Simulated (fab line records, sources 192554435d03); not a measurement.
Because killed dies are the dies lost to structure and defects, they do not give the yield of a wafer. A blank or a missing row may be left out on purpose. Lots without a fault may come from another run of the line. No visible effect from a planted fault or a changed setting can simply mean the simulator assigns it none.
Lot-split experiment ; flow n5_finfet ; 21 wafers read from 7 lots, route of 1938 steps

SPLIT DETAILS
At N5_FIN_CUT_COAT_19 (time 60 s, resist thk 20 nm), the setting spin_rpm was moved away from the recipe's 1500 rpm on 9 of the 21 wafers read, by -10.7% to +11.1%. All remaining wafers had this setting at the recipe value.

FROM THE SPLIT TO THE READING: what the file shows between them, 4 steps
- N5_FIN_CUT_COAT_29: time 60 s, resist thk 10 nm
- N5_FIN_CUT_COAT_02: resist thk 30 nm
- N5_FIN_CUT_DESCUM_13: chemistry O2, time 7 s
- N5_FIN_CUT_ETCH_30: etches underlayer in N2/H2, target depth 13 nm, time 10.4 s

THE READING
etch.depth_nm (the simulator's own value, which no gauge read), in nm, at N5_FIN_CUT_ETCH_20 (etches SiARC in CF4, target depth 26 nm, time 43.3 s). No usual value for it is given in the file. Across the 12 wafers here that went through the recipe, the average is 20.01 nm and the standard deviation 0.044 nm.

wafer;tool, chamber at the split;spin_rpm as run, rpm;against the recipe;etch.depth_nm, nm;against lot-mates on the recipe
L080.1;litho_track-03, 0;1618;+7.9%;19.32;-0.68
L080.2;litho_track-03, 0;1618;+7.9%;19.27;-0.73
L080.3;litho_track-03, 0;1500;recipe;20;-
L082.2;litho_track-02, 0;1500;recipe;20.03;-
L082.3;litho_track-02, 0;1500;recipe;19.99;-
L082.6;litho_track-02, 0;1500;recipe;19.94;-
L085.4;litho_track-02, 0;1667;+11.1%;19.01;-0.96
L085.5;litho_track-02, 0;1500;recipe;19.97;-
L085.6;litho_track-02, 0;1667;+11.1%;18.92;-1.05
L088.1;litho_track-02, 0;1500;recipe;20.09;-
L088.5;litho_track-02, 0;1500;recipe;20.08;-
L088.6;litho_track-02, 0;1500;recipe;20.05;-
L094.1;litho_track-02, 0;1500;recipe;19.98;-
L094.2;litho_track-02, 0;1568;+4.5%;19.52;-0.49
L094.5;litho_track-02, 0;1500;recipe;20.03;-
L096.3;litho_track-04, 0;1500;recipe;20;-
L096.4;litho_track-04, 0;1339;-10.7%;21.2;+1.20
L096.5;litho_track-04, 0;1339;-10.7%;21.2;+1.20
L097.3;litho_track-03, 0;1452;-3.2%;20.22;+0.25
L097.4;litho_track-03, 0;1500;recipe;19.97;-
L097.6;litho_track-03, 0;1452;-3.2%;20.32;+0.35

FIT RESULTS
A straight line over all 21 wafers: etch.depth_nm changes by -0.0998 nm for each +1% of spin_rpm; r = -0.99; the points scatter about the line by 0.066 nm.
The same after taking each lot's own level away (the mean of its wafers on the recipe; 21 wafers): -0.0991 nm for each +1%; r = -0.99; scatter 0.061 nm.
According to that fit, moving spin_rpm by its largest amount changes the reading by 1.1 nm.
The lots' own levels span 19.970 to 20.073 nm, that is 2.3 times the standard deviation above.
The two slopes are in agreement: the lot-to-lot level therefore moves the slope only a little.
Check: for one of the wafers moved furthest among these (+11.1%), held out of the fit, the line's prediction against its lot-mates is -1.11 nm. Against them it came out at -0.96 nm.

OTHER SPLITS APPLIED TO THESE WAFERS
Note: prior to the reading, these wafers also went through further splits. Each is held against what the fit with the lots' levels taken away leaves over:
other split on the same wafers;wafers away from the commonest value;r with etch.depth_nm (lot level and that fit taken away)
N5_ZERO_LAYER_EXPOSE_08 dose_mj;6;+0.32
N5_ZERO_LAYER_DEVELOP_10 develop_time_s;7;+0.09

THE WHOLE CHAIN: every reading that the file lists as answering this split, in the file's order
step;what it does;reading;change (the file's fit);r (the file's)
N5_FIN_CUT_COAT_19;time 60 s, resist thk 20 nm;SiARC_of_FIN_CUT_COAT_19.thk_nm (the simulator's own value, which no gauge read);-0.0973 nm for each +1% of the setting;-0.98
N5_FIN_CUT_ETCH_20;etches SiARC in CF4, target depth 26 nm, time 43.3 s;etch.depth_nm (the simulator's own value, which no gauge read);-0.0988 nm for each +1% of the setting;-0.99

FILE'S OWN FIT
etch.depth_nm changes by -0.0988 nm for each +1% of spin_rpm, r = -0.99.
